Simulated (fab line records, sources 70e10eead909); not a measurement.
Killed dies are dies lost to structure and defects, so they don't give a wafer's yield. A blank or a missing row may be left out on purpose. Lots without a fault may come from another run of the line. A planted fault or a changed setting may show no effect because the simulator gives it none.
Chamber matching | flow nand_harc | NHARC_P_CONTACT_CMP_24 on cmp-03: 4 sister chambers
The step polishes, t overpolish 30 s, target thk 200 nm. 14 wafers are shown with their chamber, then 7 later ones without.

WAFERS WITH THEIR CHAMBER
wafer  | chamber | motor_current_A (A) | time_to_endpoint_s (s) | overpolish_run_s (s)
L076.2 | 3       | 11.8                | 37.7                   | 30.005
L076.3 | 0       | 12.6                | 39.7                   | 29.996
L075.2 | 0       | 12.5                | 37.4                   | 29.994
L077.2 | 0       | 12.7                | 37.2                   | 29.996
L079.1 | 0       | 12.8                | 37.9                   | 30.002
L079.3 | 3       | 11.2                | 38.2                   | 29.993
L080.1 | 2       | 14.0                | 36.5                   | 30.002
L080.2 | 3       | 10.8                | 38.3                   | 30.018
L080.3 | 1       | 10.8                | 38.4                   | 29.997
L081.1 | 3       | 11.7                | 41.6                   | 30.005
L081.3 | 1       | 10.7                | 41.5                   | 29.996
L084.1 | 3       | 11.5                | 41.8                   | 30.005
L084.2 | 0       | 13.3                | 42.2                   | 30.002
L084.4 | 1       | 10.5                | 43.6                   | 29.990

SIGNATURES (means of the wafers above)
reading            | chamber 0 | chamber 1 | chamber 2 | chamber 3 | scatter within a chamber
motor_current_A    | 12.780    | 10.667    | 14.000    | 11.400    | 0.331
time_to_endpoint_s | 38.880    | 41.167    | 36.500    | 39.520    | 2.18
overpolish_run_s   | 29.99800  | 29.99433  | 30.00200  | 30.00520  | 0.0063
Rule: a wafer's distance from a chamber is the root of the sum, over the readings, of the square of ((its reading less the chamber's mean) divided by the reading's scatter). The wafer belongs to the nearest chamber; if the next one is less than 2 further off, it can't be placed. The scatter: the root of (the sum of the squares of (reading less its chamber's mean) over the shown wafers, divided by (wafers less chambers)).

WAFERS WITHOUT THEIR CHAMBER
wafer  | motor_current_A (A) | time_to_endpoint_s (s) | overpolish_run_s (s)
L090.2 | 13.5                | 37.9                   | 29.988
L091.1 | 13.4                | 36.0                   | 30.006
L091.3 | 11.3                | 35.8                   | 30.012
L092.1 | 13.2                | 34.4                   | 30.009
L092.4 | 10.8                | 40.2                   | 29.997
L094.3 | 11.2                | 43.9                   | 29.993
L094.4 | 13.5                | 39.1                   | 29.996

WHICH CHAMBER EACH WENT THROUGH
wafer  | from the rows above     | in truth
L090.2 | can't be placed: 0 or 2 | 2
L091.1 | can't be placed: 2 or 0 | 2
L091.3 | 3                       | 3
L092.1 | can't be placed: 2 or 0 | 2
L092.4 | can't be placed: 1 or 3 | 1
L094.3 | can't be placed: 1 or 3 | 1
L094.4 | can't be placed: 2 or 0 | 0
Placed correctly: 1 of 7. Can't be placed from these rows: 6 (the true chamber is among the candidates in 6). Placed wrongly: 0.
